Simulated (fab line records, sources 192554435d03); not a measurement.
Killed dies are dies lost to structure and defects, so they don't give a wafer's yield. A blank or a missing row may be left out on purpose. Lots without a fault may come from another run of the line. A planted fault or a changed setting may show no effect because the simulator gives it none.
Chamber matching | flow n5_finfet | N5_BEOL_M2_ETCH_69 on rie_diel-04: 4 sister chambers
The step etches SiARC in CF4, target depth 15.6 nm, time 26 s. 8 wafers are shown with their chamber, then 8 later ones without.

WAFERS WITH THEIR CHAMBER
wafer  | chamber | etch_rf_on_time_s (s) | oes_product_au (a.u.)
L079.4 | 1       | 25.4                  | 0.58
L078.1 | 1       | 25.1                  | 0.59
L078.2 | 3       | 25.6                  | 0.76
L084.1 | 3       | 26.0                  | 0.74
L084.4 | 2       | 27.0                  | 0.59
L085.4 | 2       | 27.1                  | 0.59
L085.6 | 0       | 26.0                  | 0.80
L087.1 | 0       | 25.9                  | 0.76

WAFERS WITHOUT THEIR CHAMBER
wafer  | etch_rf_on_time_s (s) | oes_product_au (a.u.)
L087.4 | 26.2                  | 0.72
L087.5 | 24.9                  | 0.82
L091.2 | 25.0                  | 0.81
L091.3 | 26.3                  | 0.71
L091.6 | 25.0                  | 0.80
L096.1 | 24.5                  | 0.79
L096.3 | 25.3                  | 0.75
L096.5 | 26.0                  | 0.71

WHICH CHAMBER EACH WENT THROUGH
wafer  | from the rows above     | in truth
L087.4 | can't be placed: 3 or 0 | 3
L087.5 | can't be placed: 0 or 3 | 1
L091.2 | can't be placed: 0 or 3 | 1
L091.3 | can't be placed: 3 or 0 | 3
L091.6 | can't be placed: 0 or 3 | 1
L096.1 | can't be placed: 3 or 0 | 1
L096.3 | can't be placed: 3 or 0 | 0
L096.5 | can't be placed: 3 or 0 | 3
Placed correctly: 0 of 8. Can't be placed from these rows: 8 (the true chamber is among the candidates in 4). Placed wrongly: 0.
How it was worked out, from the rows above alone: a wafer's distance from a chamber is the root of the sum, over the readings, of the square of ((its reading less the chamber's mean) divided by the reading's scatter). The wafer belongs to the nearest chamber; if the next one is less than 2 further off, it can't be placed. A chamber's mean is the mean of its shown wafers. The scatter: the root of (the sum of the squares of (reading less its chamber's mean) over the shown wafers, divided by (wafers less chambers)).
